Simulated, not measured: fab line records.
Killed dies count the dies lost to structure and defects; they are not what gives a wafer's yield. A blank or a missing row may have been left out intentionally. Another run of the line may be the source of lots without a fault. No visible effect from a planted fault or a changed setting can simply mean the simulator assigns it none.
8D (eight disciplines) problem report, filled in by code + flow n5 finfet + the parts of the form that need people (team, actions taken, sign-off) are left out

## 1. PROBLEM STATEMENT
Mean of run length s at N5_BEOL_M9_ETCH_66: 159.6 s across 3 wafers in 2 lots; on wafers with no fault it is 143.4 s (standard deviation 0.42). Relative to the usual mean, that is a shift of +38 standard deviations.
The step: etches SOC in N2/H2, target depth 80 nm, overetch 16 nm, time 120 s.
First seen on wafer L163.2, day 11 10:06, on rie diel-02. The record holds 16 wafers of 6 lots with a number at this step. The rule behind "out" and "out of limits": a value lying over 4 standard deviations away from the usual mean. All remaining wafers that have a number are taken as sound.

## 2. WHAT IT IS; WHAT IT IS NOT
| question                    | is                     | is not                                                                         |
|-----------------------------|------------------------|--------------------------------------------------------------------------------|
| which readings at this step | run length s           | drypump motor current A, oes product au, rf vpp V, throttle valve pct          |
| which lots                  | L163, L165             | L158, L173, L174, L175                                                         |
| which wafers of those lots  | L163.2, L165.2, L165.5 | L163.1                                                                         |
| read on which tools         | rie diel-02            | rie diel-03, rie diel-04                                                       |
| when                        | from day 11 10:06      | up to then (4 sound wafers); but 9 sound wafers of L173, L174, L175 came after |

## 3. THE SUSPECTS, EACH WITH WHAT RULES IT OUT
Counting: if a tool at a process step up to the reading ran every lot that is out, it stays a suspect. Sound lots after the first of them don't rule it out here, since some wafers of a struck lot are sound.
- rie diel-02 at N5_BEOL_M9_DESCUM_33 (chemistry O2, time 7 s): kept. It ran every lot that is out, first L163 (day 11 10:01).
- rie diel-02 at N5_BEOL_M9_ETCH_76 (etches underlayer in N2/H2, target depth 6.5 nm, time 5.2 s): kept. It ran every lot that is out, first L163 (day 11 10:03).
- rie diel-02 at N5_BEOL_M9_ETCH_65 (etches SiARC in CF4, target depth 15.6 nm, time 26 s): kept. It ran every lot that is out, first L163 (day 11 10:04).
- rie diel-02 at N5_BEOL_M9_ETCH_66 (etches SOC in N2/H2, target depth 80 nm, overetch 16 nm, time 120 s): kept. It ran every lot that is out, first L163 (day 11 10:06). Out on those wafers are its own readings of run length s.
Left after counting: rie diel-02 at N5_BEOL_M9_DESCUM_33, rie diel-02 at N5_BEOL_M9_ETCH_76, rie diel-02 at N5_BEOL_M9_ETCH_65, rie diel-02 at N5_BEOL_M9_ETCH_66.

## 4. THE CAUSE (what the simulator had put in)
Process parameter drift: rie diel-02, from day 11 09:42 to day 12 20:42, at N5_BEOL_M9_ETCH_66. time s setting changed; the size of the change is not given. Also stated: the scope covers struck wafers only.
Counting left 4 suspects, and this tool is among them.

## 5. THE EFFECT CHAIN, in route order
Rows list readings where the struck wafers' mean (over those with a number) sits beyond 3 standard deviations from the usual. Readings are gone through only where the record gives a usual standard deviation; hours: the median, over the lots, of the time from a lot's start at the first step in this table giving one to that lot's start at this step; sigmas: the change measured in usual standard deviations.
| hours | step               | reading      | usual   | on struck wafers | change | sigmas |
|-------|--------------------|--------------|---------|------------------|--------|--------|
| 0     | N5_BEOL_M9_ETCH_66 | run length s | 143.4 s | 159.6            | +16.2  | +38    |
Its process steps:
- N5_BEOL_M9_ETCH_66: etches SOC in N2/H2, target depth 80 nm, overetch 16 nm, time 120 s.

## 6. WHAT WOULD HAVE CAUGHT IT SOONER
0 hours passed between the start of the fault at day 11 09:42 and the first reading out of limits in this record, taken at day 11 10:06.
